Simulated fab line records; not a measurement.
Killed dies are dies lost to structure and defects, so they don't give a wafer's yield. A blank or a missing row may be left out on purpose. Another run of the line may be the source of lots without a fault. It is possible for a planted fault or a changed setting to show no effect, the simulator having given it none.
Chamber matching + flow n5Finfet + rieDiel-04 running N5_SDB_STRIP_21: 4 sister chambers
The step strips in CF4. 14 wafers are shown with their chamber, then 7 later ones without.

## WAFERS WITH THEIR CHAMBER
| wafer  | chamber | showerheadPlenumPTorr (Torr) | oesProductAu (a.u.) | throttleValvePct (%) |
|--------|---------|------------------------------|---------------------|----------------------|
| L075.2 | 3       | 1.85                         | 0.74                | 13.52                |
| L075.4 | 2       | 1.78                         | 0.72                | 13.51                |
| L075.5 | 1       | 1.81                         | 0.91                | 13.42                |
| L076.1 | 3       | 1.85                         | 0.74                | 13.54                |
| L076.3 | 0       | 1.80                         | 0.77                | 13.78                |
| L076.4 | 1       | 1.81                         | 0.90                | 13.44                |
| L086.2 | 1       | 1.81                         | 0.85                | 13.49                |
| L086.3 | 0       | 1.79                         | 0.75                | 13.83                |
| L086.4 | 2       | 1.77                         | 0.70                | 13.59                |
| L087.2 | 3       | 1.84                         | 0.72                | 13.59                |
| L087.4 | 2       | 1.77                         | 0.70                | 13.57                |
| L087.6 | 2       | 1.77                         | 0.70                | 13.56                |
| L088.1 | 3       | 1.84                         | 0.72                | 13.59                |
| L088.2 | 1       | 1.80                         | 0.84                | 13.49                |

SIGNATURES (means of the wafers above)
| reading               | chamber 0 | chamber 1 | chamber 2 | chamber 3 | scatter within a chamber |
|-----------------------|-----------|-----------|-----------|-----------|--------------------------|
| showerheadPlenumPTorr | 1.7950    | 1.8075    | 1.7725    | 1.8450    | 0.00548                  |
| oesProductAu          | 0.7600    | 0.8750    | 0.7050    | 0.7300    | 0.0214                   |
| throttleValvePct      | 13.8050   | 13.4600   | 13.5575   | 13.5600   | 0.0351                   |
Rule: a wafer lies at a distance from a chamber equal to the root of the sum of squares, over the readings, of (its reading less the chamber's mean, divided by the reading's scatter). If the next closest chamber is less than 2 further off than the closest, the wafer can't be placed; otherwise it belongs to the closest. How the scatter is found: for the shown wafers, subtract from each reading the mean of its chamber, square and add these, divide the total by (wafers less chambers), then take the root.

## WAFERS MISSING THEIR CHAMBER
| wafer  | showerheadPlenumPTorr (Torr) | oesProductAu (a.u.) | throttleValvePct (%) |
|--------|------------------------------|---------------------|----------------------|
| L088.5 | 1.77                         | 0.69                | 13.58                |
| L090.1 | 1.84                         | 0.72                | 13.61                |
| L090.3 | 1.80                         | 0.85                | 13.50                |
| L090.5 | 1.84                         | 0.72                | 13.62                |
| L091.2 | 1.77                         | 0.69                | 13.60                |
| L091.3 | 1.79                         | 0.75                | 13.83                |
| L091.4 | 1.80                         | 0.84                | 13.50                |

## THE CHAMBER EACH PASSED THROUGH
| wafer  | from the rows above | in truth |
|--------|---------------------|----------|
| L088.5 | 2                   | 2        |
| L090.1 | 3                   | 3        |
| L090.3 | 1                   | 1        |
| L090.5 | 3                   | 3        |
| L091.2 | 2                   | 2        |
| L091.3 | 0                   | 0        |
| L091.4 | 1                   | 1        |
Placed correctly: 7 of 7. Left unplaced by these rows: 0. Placed wrongly: 0.
